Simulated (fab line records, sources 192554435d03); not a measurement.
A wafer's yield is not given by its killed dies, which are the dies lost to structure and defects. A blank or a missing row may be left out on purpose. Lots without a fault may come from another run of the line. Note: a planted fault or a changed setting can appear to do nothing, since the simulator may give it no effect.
Chamber matching / flow n5_finfet / N5_BEOL_M8_STRIP_36 on rie_diel-06 has 4 sister chambers
The step strips in N2/H2. 14 wafers are shown with their chamber, then 7 later ones without.

== EACH WAFER AND ITS CHAMBER ==
wafer=L074.2; chamber=0; throttle_valve_pct (%)=23.27; drypump_motor_current_A (A)=5.7; showerhead_plenum_p_Torr (Torr)=2.64
wafer=L074.4; chamber=2; throttle_valve_pct (%)=23.47; drypump_motor_current_A (A)=5.3; showerhead_plenum_p_Torr (Torr)=2.52
wafer=L074.5; chamber=0; throttle_valve_pct (%)=23.23; drypump_motor_current_A (A)=5.7; showerhead_plenum_p_Torr (Torr)=2.64
wafer=L078.1; chamber=2; throttle_valve_pct (%)=23.45; drypump_motor_current_A (A)=5.4; showerhead_plenum_p_Torr (Torr)=2.52
wafer=L078.2; chamber=3; throttle_valve_pct (%)=23.50; drypump_motor_current_A (A)=5.3; showerhead_plenum_p_Torr (Torr)=2.57
wafer=L078.6; chamber=2; throttle_valve_pct (%)=23.46; drypump_motor_current_A (A)=5.4; showerhead_plenum_p_Torr (Torr)=2.52
wafer=L081.2; chamber=1; throttle_valve_pct (%)=23.76; drypump_motor_current_A (A)=6.5; showerhead_plenum_p_Torr (Torr)=2.61
wafer=L081.3; chamber=0; throttle_valve_pct (%)=23.24; drypump_motor_current_A (A)=5.7; showerhead_plenum_p_Torr (Torr)=2.63
wafer=L081.5; chamber=0; throttle_valve_pct (%)=23.27; drypump_motor_current_A (A)=5.8; showerhead_plenum_p_Torr (Torr)=2.63
wafer=L080.1; chamber=0; throttle_valve_pct (%)=23.26; drypump_motor_current_A (A)=5.7; showerhead_plenum_p_Torr (Torr)=2.63
wafer=L080.2; chamber=2; throttle_valve_pct (%)=23.47; drypump_motor_current_A (A)=5.4; showerhead_plenum_p_Torr (Torr)=2.52
wafer=L080.6; chamber=0; throttle_valve_pct (%)=23.25; drypump_motor_current_A (A)=5.7; showerhead_plenum_p_Torr (Torr)=2.63
wafer=L082.2; chamber=0; throttle_valve_pct (%)=23.26; drypump_motor_current_A (A)=5.7; showerhead_plenum_p_Torr (Torr)=2.63
wafer=L082.5; chamber=1; throttle_valve_pct (%)=23.76; drypump_motor_current_A (A)=6.5; showerhead_plenum_p_Torr (Torr)=2.60

SIGNATURES, as means of the wafers listed above
reading=throttle_valve_pct; chamber 0=23.2543; chamber 1=23.7600; chamber 2=23.4625; chamber 3=23.5000; scatter within a chamber=0.0128
reading=drypump_motor_current_A; chamber 0=5.714; chamber 1=6.500; chamber 2=5.375; chamber 3=5.300; scatter within a chamber=0.0401
reading=showerhead_plenum_p_Torr; chamber 0=2.6329; chamber 1=2.6050; chamber 2=2.5200; chamber 3=2.5700; scatter within a chamber=0.00439
Rule: distance of a wafer from a chamber = root of the sum over the readings of ((wafer's reading minus chamber's mean) / reading's scatter) squared. The wafer belongs to the nearest chamber; if the next one is less than 2 further off, it can't be placed. The scatter: take each reading less its chamber's mean, square it, sum over the shown wafers, divide by the number of wafers less the number of chambers, and take the root.

== WAFERS MISSING THEIR CHAMBER ==
wafer=L082.6; throttle_valve_pct (%)=23.49; drypump_motor_current_A (A)=5.4; showerhead_plenum_p_Torr (Torr)=2.52
wafer=L091.1; throttle_valve_pct (%)=23.77; drypump_motor_current_A (A)=6.5; showerhead_plenum_p_Torr (Torr)=2.60
wafer=L091.3; throttle_valve_pct (%)=23.32; drypump_motor_current_A (A)=5.7; showerhead_plenum_p_Torr (Torr)=2.62
wafer=L091.4; throttle_valve_pct (%)=23.53; drypump_motor_current_A (A)=5.4; showerhead_plenum_p_Torr (Torr)=2.51
wafer=L095.1; throttle_valve_pct (%)=23.57; drypump_motor_current_A (A)=5.3; showerhead_plenum_p_Torr (Torr)=2.55
wafer=L095.3; throttle_valve_pct (%)=23.33; drypump_motor_current_A (A)=5.7; showerhead_plenum_p_Torr (Torr)=2.62
wafer=L095.4; throttle_valve_pct (%)=23.34; drypump_motor_current_A (A)=5.8; showerhead_plenum_p_Torr (Torr)=2.61

== EACH ONE'S CHAMBER ==
wafer=L082.6; from the rows above=2; in truth=2
wafer=L091.1; from the rows above=1; in truth=1
wafer=L091.3; from the rows above=0; in truth=0
wafer=L091.4; from the rows above=2; in truth=2
wafer=L095.1; from the rows above=3; in truth=3
wafer=L095.3; from the rows above=0; in truth=0
wafer=L095.4; from the rows above=0; in truth=0
Correct placement for 7 of the 7. Can't be placed from these rows: 0. Placed wrongly: 0.
